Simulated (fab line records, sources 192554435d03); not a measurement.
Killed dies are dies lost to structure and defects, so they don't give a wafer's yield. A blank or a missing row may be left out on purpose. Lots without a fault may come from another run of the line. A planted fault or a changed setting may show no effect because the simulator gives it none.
Split-lot experiment | flow n5_finfet | 7 lots, 21 wafers read, on a route of 1938 steps

THE SPLIT
At N5_BEOL_M0_SAQP_COAT_08 (resist thk 90 nm), the setting spin_rpm was moved away from the recipe's 1500 rpm on 6 of the 21 wafers read, by -9.2% to +4.7%. The other wafers ran this setting at the recipe's value.

The file shows no step between the split and the reading.

THE READING
CAR-ArF_of_BEOL_M0_SAQP_COAT_08.thk_nm (the simulator's own value, which no gauge read), in nm, at N5_BEOL_M0_SAQP_DEVELOP_13 (develop time 30 s). The file gives no usual value for it. The 15 wafers here that ran the recipe average 88.4 nm, standard deviation 0.2 nm.

wafer  | tool, chamber at the split | spin_rpm as run, rpm | against the recipe | CAR-ArF_of_BEOL_M0_SAQP_COAT_08.thk_nm, nm | against lot-mates on the recipe
L075.1 | litho_track-02, 0          | 1362                 | -9.2%              | 93                                         | +4.6
L075.3 | litho_track-02, 0          | 1500                 | recipe             | 88.4                                       | -
L075.5 | litho_track-02, 0          | 1362                 | -9.2%              | 92.8                                       | +4.4
L078.3 | litho_track-04, 0          | 1374                 | -8.4%              | 92.2                                       | +3.8
L078.4 | litho_track-04, 0          | 1500                 | recipe             | 88.2                                       | -
L078.6 | litho_track-04, 0          | 1500                 | recipe             | 88.6                                       | -
L082.1 | litho_track-04, 0          | 1457                 | -2.9%              | 89.8                                       | +1.4
L082.3 | litho_track-04, 0          | 1500                 | recipe             | 88.6                                       | -
L082.5 | litho_track-04, 0          | 1500                 | recipe             | 88.2                                       | -
L083.4 | litho_track-02, 0          | 1500                 | recipe             | 88.4                                       | -
L083.5 | litho_track-02, 0          | 1500                 | recipe             | 88.4                                       | -
L083.6 | litho_track-02, 0          | 1500                 | recipe             | 88.6                                       | -
L084.1 | litho_track-03, 0          | 1571                 | +4.7%              | 86.2                                       | -2.2
L084.4 | litho_track-03, 0          | 1571                 | +4.7%              | 86.6                                       | -1.8
L084.5 | litho_track-03, 0          | 1500                 | recipe             | 88.4                                       | -
L087.1 | litho_track-04, 0          | 1500                 | recipe             | 88                                         | -
L087.2 | litho_track-04, 0          | 1500                 | recipe             | 88                                         | -
L087.4 | litho_track-04, 0          | 1500                 | recipe             | 88.2                                       | -
L093.1 | litho_track-03, 0          | 1500                 | recipe             | 88.4                                       | -
L093.4 | litho_track-03, 0          | 1500                 | recipe             | 88.6                                       | -
L093.5 | litho_track-03, 0          | 1500                 | recipe             | 88.6                                       | -

THE FIT
A straight line over all 21 wafers: CAR-ArF_of_BEOL_M0_SAQP_COAT_08.thk_nm changes by -0.469 nm for each +1% of spin_rpm; r = -0.99; the points scatter about the line by 0.22 nm.
The same after taking each lot's own level away (the mean of its wafers on the recipe; 21 wafers): -0.468 nm for each +1%; r = -1.00; scatter 0.16 nm.
On that fit, the largest move of spin_rpm shifts the reading by 4.3 nm.
The lots' own levels span 88.07 to 88.53 nm, that is 2.3 times the standard deviation above.
So the lot-to-lot level changes the slope little: the two slopes agree.
Check: with one of the wafers moved furthest among these (-9.2%) left out of the fit, the line predicts +4.23 nm for it against its lot-mates. It came out at +4.6 nm against them.

OTHER SPLITS ON THESE WAFERS
These wafers also went through other splits before the reading. Each is held against what the fit with the lots' levels taken away leaves over:
other split on the same wafers       | wafers away from the commonest value | r with CAR-ArF_of_BEOL_M0_SAQP_COAT_08.thk_nm (lot level and that fit taken away)
N5_MOL_CONTACT_COAG_COAT_78 spin_rpm | 6                                    | -0.22

THE WHOLE CHAIN: every reading that the file lists as answering this split, in the file's order
step                       | what it does      | reading                                                                                 | change (the file's fit)               | r (the file's)
N5_BEOL_M0_SAQP_COAT_08    | resist thk 90 nm  | CAR-ArF_of_BEOL_M0_SAQP_COAT_08.thk_nm (the simulator's own value, which no gauge read) | -0.479 nm for each +1% of the setting | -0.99
N5_BEOL_M0_SAQP_DEVELOP_13 | develop time 30 s | CAR-ArF_of_BEOL_M0_SAQP_COAT_08.thk_nm (the simulator's own value, which no gauge read) | -0.467 nm for each +1% of the setting | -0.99

THE FILE'S OWN FIT
CAR-ArF_of_BEOL_M0_SAQP_COAT_08.thk_nm changes by -0.467 nm for each +1% of spin_rpm, r = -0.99.
